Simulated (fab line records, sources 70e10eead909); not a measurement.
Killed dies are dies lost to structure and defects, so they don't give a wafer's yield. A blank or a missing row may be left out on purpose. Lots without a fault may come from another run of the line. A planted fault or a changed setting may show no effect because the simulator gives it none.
fab line records | flow nand_harc
record lots=6 wafers=18 last_day=32
route steps=1302 shown P_CONTACT@218
lots that met no fault: from a run of the same line without faults
start_h: hours from the record's first day to the start of the lot's first wafer shown | wait_h: hours since the lot's step before | " the same as in the row above | L1.1+2: a row that stands for several wafers | - no value, or no start given | * or withheld: withheld | < > ~ a bound
route shown NAME@n: a module of which the file shows steps, and the number in the route of the first | usual: mean/standard deviation of fault-free wafers | same: alike in all rows | chamber/n: place in a boat | sites: the reading at each site | _std_site: their standard deviation | _edge_site: outer sites' mean less inner sites' | radius_mm: how far each site lies from the wafer's centre | mask NAME#n: copy n | behind: the tool/chamber that last shaped the wafer | hold: why the lot was held/for how many hours/how that ended | device: the transistor (n, p or np) that didn't switch | end of line: the same wafers' tests at the end of the route | a step without rows: its recipe alone | killed: dies lost to structure and defects at the first sort, not the wafer's yield | map: a wafer's dies, x killed, . not, _ none there
set.NAME: the setting as run; set.NAME@STEP: as run at that earlier step | model.NAME: the simulator's own value behind a step, which no gauge read
lots at some steps of the route; a table a step, a row a wafer
services: from which hour (start_h, from the record's first day; less than 0 if before it) a tool's chamber was out of use, for how many hours, and why
## steps
# step NHARC_P_CONTACT_DEP_00
# recipe target_thk_a=5000 temp_c=400 pressure_torr=6.5 rf_w=900 teos_flow_sccm=161.4 flow_sccm=2650 target_thk_nm=500 gas=O2 material=SiO2
# usual heater_power_w=519/87 throttle_valve_pct=15.8/0.63
# columns lot.wafer tool chamber start_h wait_h heater_power_w since_wet_clean_h throttle_valve_pct
L757.3 pecvd-04 0 - - 590 30 15.1
L757.5 " 2 " " 457 - 15.7
L757.6 " 0 " " 613 - 15.1
L761.1 pecvd-04 0 - - 632 75 15.0
L761.2 " 2 " " 535 75 15.8
L761.5 " 1 " " 477 - 16.4
L762.3 pecvd-01 2 - - 410 35 16.3
L762.1 " 0 " " 535 35 16.7
L762.2 " 1 " " 601 35 14.9
L763.3 pecvd-01 2 - - 413 41 16.5
L763.6 " 0 " " 512 - 16.3
L763.4 " 1 " " 464 - 14.9
L772.1 pecvd-01 0 - - 481 140 17.0
L772.6 " 1 " " 594 - 15.3
L772.4 " 2 " " 451 - 16.5
L775.3 pecvd-01 2 - - 437 163 16.5
L775.1 " 1 " " 538 163 15.1
L775.5 " 2 " " 457 - 16.6
# step NHARC_P_CONTACT_CMP_01
# recipe target_thk_nm=200 material=SiO2
# usual motor_current_A=11.9/1.1 slurry_filter_dp_kPa=13.50/0.15
# columns lot.wafer tool chamber start_h wait_h motor_current_A slurry_filter_dp_kPa
L757.3 cmp-03 1 131.81 - 12.1 13.46
L757.5 " 1 " " 12.8 13.29
L757.6 " 2 " " 10.3 13.54
L761.2 cmp-01 1 176.76 - 12.4 13.64
L761.1 " 3 " " 12.9 13.59
L761.5 " 2 " " 13.3 13.45
L762.2 cmp-04 0 178.17 - 11.7 13.60
L762.3 " 1 " " 10.9 13.92
L762.1 " 2 " " 11.9 13.71
L763.3 cmp-04 3 184.70 - 11.7 13.56
L763.4 " 1 " " 11.9 13.42
L763.6 " 3 " " 11.4 13.47
L772.1 cmp-03 3 283.87 - 10.4 13.39
L772.4 " 1 " " 12.3 13.40
L772.6 " 3 " " 10.6 13.34
L775.1 cmp-03 2 306.85 - 10.2 13.48
L775.3 " 0 " " 12.5 13.44
L775.5 " 2 " " 10.0 13.56
# step NHARC_P_CONTACT_SRD_03
# step NHARC_P_CONTACT_DEHYDRATE_04
# recipe temp_c=150 time_s=120
# step NHARC_P_CONTACT_HMDS_05
# recipe time_s=30
# step NHARC_P_CONTACT_COAT_33
# recipe temp_c=260 time_s=75
# step NHARC_P_CONTACT_COAT_34
# recipe temp_c=225 time_s=65
# step NHARC_P_CONTACT_COAT_06
# recipe spin_rpm=1500 resist_thk_nm=90
# step NHARC_P_CONTACT_SOFTBAKE_07
# recipe temp_c=105 time_s=55
# step NHARC_P_CONTACT_EBR_08
# step NHARC_P_CONTACT_EXPOSE_09
# recipe na=1.35 target_cd_nm=90 dose_mj=81.26 mask_id=P_CA
# step NHARC_P_CONTACT_PEB_10
# recipe peb_temp_c=100 peb_time_s=65
# usual heater_power_total_W=156.6/0.41 plate_temp_C=100.00/0.13
# columns lot.wafer tool chamber start_h wait_h heater_power_total_W plate_temp_C
L757.3 litho_track-06 0 132.57 0.0 156.6 100.07
L757.5 " 0 " " 157.0 100.03
L757.6 " 0 " " 156.3 100.14
L761.1 litho_track-04 0 177.39 0.1 156.0 99.91
L761.2 " 0 " " 157.2 99.83
L761.5 " 0 " " 157.2 99.93
L762.1 litho_track-04 0 178.89 0.1 151.7 97.50
L762.2 " 0 " " 151.9 97.31
L762.3 " 0 " " 151.7 97.52
L763.3 litho_track-04 0 185.45 0.0 151.3 97.47
L763.4 " 0 " " 151.0 97.49
L763.6 " 0 " " 151.4 97.60
L772.1 litho_track-04 0 284.59 0.1 156.3 100.14
L772.4 " 0 " " 157.2 100.15
L772.6 " 0 " " 156.0 100.06
L775.1 litho_track-01 0 307.57 0.1 156.4 99.99
L775.3 " 0 " " 156.6 99.84
L775.5 " 0 " " 156.5 99.75
# step NHARC_P_CONTACT_DEVELOP_11
# recipe develop_time_s=35 dev_temp_c=23
## services
# columns tool chamber start_h hours kind
cmp-04 - 111.00 4.0 pm
cmp-01 - 116.24 3.4 repair
pecvd-01 - 130.00 13.0 pm
cmp-01 - 134.93 1.0 repair
pecvd-04 - 158.54 2.2 repair
cmp-03 - 162.00 4.0 pm
cmp-03 - 168.75 0.5 repair
cmp-04 - 175.22 2.4 repair
litho_track-06 - 179.00 7.0 pm
cmp-01 - 185.50 4.0 pm
cmp-01 - 199.50 0.4 repair
litho_track-04 - 203.00 7.0 pm
pecvd-04 2 204.97 5.7 repair
cmp-04 - 209.00 4.0 pm
cmp-04 - 242.18 0.6 repair
cmp-03 - 246.41 0.8 repair
pecvd-01 1 255.63 4.7 repair
cmp-03 - 260.00 4.0 pm
pecvd-01 1 267.43 2.1 repair
cmp-03 - 268.47 0.7 repair
pecvd-04 - 269.06 13.0 pm
cmp-04 - 287.69 0.7 repair
pecvd-01 - 300.25 4.8 repair
cmp-04 - 307.00 4.0 pm
## key
first_sign step=NHARC_P_CONTACT_PEB_10 reading=plate_temp_C direction=down sigmas=19 usual=* struck=*
effect step=NHARC_P_CONTACT_PEB_10 reading=heater_power_total_W direction=down sigmas=12 usual=* struck=*
met_at NHARC_P_CONTACT_PEB_10
struck_wafers L762.1,L762.2,L762.3,L763.3,L763.4,L763.6
sort_left_out L762.1,L762.2,L762.3,L763.3,L763.4,L763.6
tester_left_out L762,L763
onset_between 177.39 178.89
fault kind=process_parameter_drift tool=litho_track-04 chamber=- onset_h=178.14 steps=NHARC_P_CONTACT_PEB_10 channel=peb_temp_c offset=* shape=step end_h=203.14 acts_in=* stated=*
# tester_left_out: of these lots the tester's yield and bins aren't shown, on N5 and GAA mostly nor the transistor test; their killed dies are dies lost to structure and defects alone, not to doping, threshold or leakage, so they don't give the yield
# sort_left_out: the simulated sort isn't trusted on such a fault, so these wafers' sort isn't shown, and their yield isn't known
